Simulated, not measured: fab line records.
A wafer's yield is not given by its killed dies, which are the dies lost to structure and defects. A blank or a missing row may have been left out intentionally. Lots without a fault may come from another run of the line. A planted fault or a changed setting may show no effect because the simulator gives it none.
Matching of chambers | flow nand harc | 4 sister chambers for NHARC_A_WL_FILL_ALD_02 on ald metal-03
The step deposits TiN, target thk 2 nm, pulse time 3 s, ald cycles 100. 8 wafers are shown with their chamber, then 8 later ones without.

## WAFERS WITH THEIR CHAMBER
wafer  | chamber | heater power w (W) | precursor pulse height rel
L079.4 | 2       | 1148               | 0.945
L078.2 | 1       | 1258               | 0.962
L078.6 | 2       | 1131               | 1.002
L086.5 | 0       | 1145               | 0.988
L089.2 | 3       | 1167               | 0.986
L089.5 | 0       | 1224               | 1.013
L089.6 | 3       | 1155               | 1.027
L087.4 | 1       | 1199               | 1.002

## WAFERS WITHOUT THEIR CHAMBER
wafer  | heater power w (W) | precursor pulse height rel
L087.5 | 1221               | 1.022
L087.6 | 1152               | 0.997
L087.1 | 1198               | 0.984
L087.2 | 1183               | 1.013
L087.3 | 1177               | 0.966
L094.1 | 1234               | 1.002
L094.2 | 1181               | 0.995
L094.3 | 1136               | 0.997

## CHAMBER TAKEN BY EACH
wafer  | from the rows above               | in truth
L087.5 | can't be placed: 0 or 1 or 3 or 2 | 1
L087.6 | can't be placed: 3 or 2 or 0 or 1 | 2
L087.1 | can't be placed: 0 or 1 or 3 or 2 | 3
L087.2 | can't be placed: 0 or 3 or 1 or 2 | 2
L087.3 | can't be placed: 2 or 0 or 3 or 1 | 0
L094.1 | can't be placed: 1 or 0 or 3      | 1
L094.2 | can't be placed: 0 or 3 or 2 or 1 | 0
L094.3 | can't be placed: 3 or 2 or 0 or 1 | 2
Correctly placed: 0 of 8. Not placeable from these rows: 8 (in 8, the candidates include the true chamber). Wrongly placed: 0.
How it was worked out, from the rows above alone: a wafer's distance from a chamber is the root of the sum, over the readings, of the square of ((its reading less the chamber's mean) divided by the reading's scatter). If the next closest chamber is less than 2 further off than the closest, the wafer can't be placed; otherwise it belongs to the closest. A chamber's mean is the mean of its shown wafers. The scatter is the square root of a quotient: the sum, over the shown wafers, of each reading's squared deviation from its chamber's mean, divided by wafers minus chambers.
